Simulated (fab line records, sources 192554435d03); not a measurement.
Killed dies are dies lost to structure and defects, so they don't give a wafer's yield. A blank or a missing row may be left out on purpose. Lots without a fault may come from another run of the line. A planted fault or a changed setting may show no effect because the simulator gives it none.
Split-lot experiment | flow n5_finfet | 7 lots, 21 wafers read, on a route of 1938 steps

THE SPLIT
At N5_SD_EPI_P_EXPOSE_06 (exposes mask SD P BLK, target cd 240 nm), the setting dose_mj was moved away from the recipe's 39.5 on 5 of the 21 wafers read, by -4.2% to -2.7%. The other wafers ran this setting at the recipe's value.

FROM THE SPLIT TO THE READING: what the file shows between them, 2 steps
- N5_SD_EPI_P_PEB_07: peb time 60 s
- N5_SD_EPI_P_DEVELOP_08: develop time 30 s

THE READING
cd_nm, in nm, at N5_SD_EPI_P_CD_MEAS_09 (target cd 240 nm). Fault-free wafers of this fab line usually give 240.0 nm, standard deviation 0.78 nm.

wafer  | tool, chamber at the split | dose_mj as run | against the recipe | cd_nm, nm | against lot-mates on the recipe
L080.2 | arfi_scanner-03, 0         | 38.42          | -2.7%              | 238.3     | -2.3
L080.4 | arfi_scanner-03, 0         | 38.42          | -2.7%              | 237.6     | -3.0
L080.6 | arfi_scanner-03, 0         | 39.5           | recipe             | 240.6     | -
L081.1 | arfi_scanner-03, 0         | 38.36          | -2.9%              | 236.7     | -3.4
L081.3 | arfi_scanner-03, 0         | 39.5           | recipe             | 240.7     | -
L081.4 | arfi_scanner-03, 0         | 39.5           | recipe             | 239.5     | -
L082.2 | arfi_scanner-03, 0         | 37.86          | -4.2%              | 237.6     | -3.2
L082.3 | arfi_scanner-03, 0         | 39.5           | recipe             | 240.8     | -
L082.5 | arfi_scanner-03, 0         | 37.86          | -4.2%              | 238.2     | -2.6
L088.1 | arfi_scanner-01, 0         | 39.5           | recipe             | 239.9     | -
L088.3 | arfi_scanner-01, 0         | 39.5           | recipe             | 240.2     | -
L088.5 | arfi_scanner-01, 0         | 39.5           | recipe             | 240.5     | -
L091.2 | arfi_scanner-02, 0         | 39.5           | recipe             | 241.8     | -
L091.3 | arfi_scanner-02, 0         | 39.5           | recipe             | 240.0     | -
L091.4 | arfi_scanner-02, 0         | 39.5           | recipe             | 239.8     | -
L094.1 | arfi_scanner-01, 0         | 39.5           | recipe             | 239.8     | -
L094.3 | arfi_scanner-01, 0         | 39.5           | recipe             | 239.2     | -
L094.5 | arfi_scanner-01, 0         | 39.5           | recipe             | 239.8     | -
L097.3 | arfi_scanner-03, 0         | 39.5           | recipe             | 239.5     | -
L097.4 | arfi_scanner-03, 0         | 39.5           | recipe             | 239.0     | -
L097.6 | arfi_scanner-03, 0         | 39.5           | recipe             | 240.5     | -

THE FIT
A straight line over all 21 wafers: cd_nm changes by +0.679 nm for each +1% of dose_mj; r = +0.81; the points scatter about the line by 0.75 nm.
The same after taking each lot's own level away (the mean of its wafers on the recipe; 21 wafers): +0.828 nm for each +1%; r = +0.90; scatter 0.61 nm.
On that fit, the largest move of dose_mj shifts the reading by 3.4 nm.
The lots' own levels span 239.60 to 240.80 nm, that is 1.5 times the standard deviation above.
So the lot-to-lot level changes the slope: the two fits differ.
Check: with one of the wafers moved furthest among these (-4.2%) left out of the fit, the line predicts -3.59 nm for it against its lot-mates. It came out at -3.2 nm against them.

OTHER SPLITS ON THESE WAFERS
These wafers also went through other splits before the reading. Each is held against what the fit with the lots' levels taken away leaves over:
other split on the same wafers                    | wafers away from the commonest value | r with cd_nm (lot level and that fit taken away)
N5_WELL_APT_EXPOSE_05 dose_mj                     | 6                                    | +0.17
N5_WELL_APT_PEB_06 peb_time_s                     | 6                                    | +0.05
N5_PMOS_HMC_CHANNEL_EPI_PEB_07 peb_temp_c         | 9                                    | -0.12
N5_PMOS_HMC_CHANNEL_EPI_DEVELOP_08 develop_time_s | 11                                   | +0.31
N5_SD_EPI_N_PEB_07 peb_temp_c                     | 7                                    | +0.03
N5_SD_EPI_N_ETCH_45 target_depth_a                | 10                                   | +0.02

THE FILE'S OWN FIT
cd_nm changes by +0.876 nm for each +1% of dose_mj, r = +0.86.
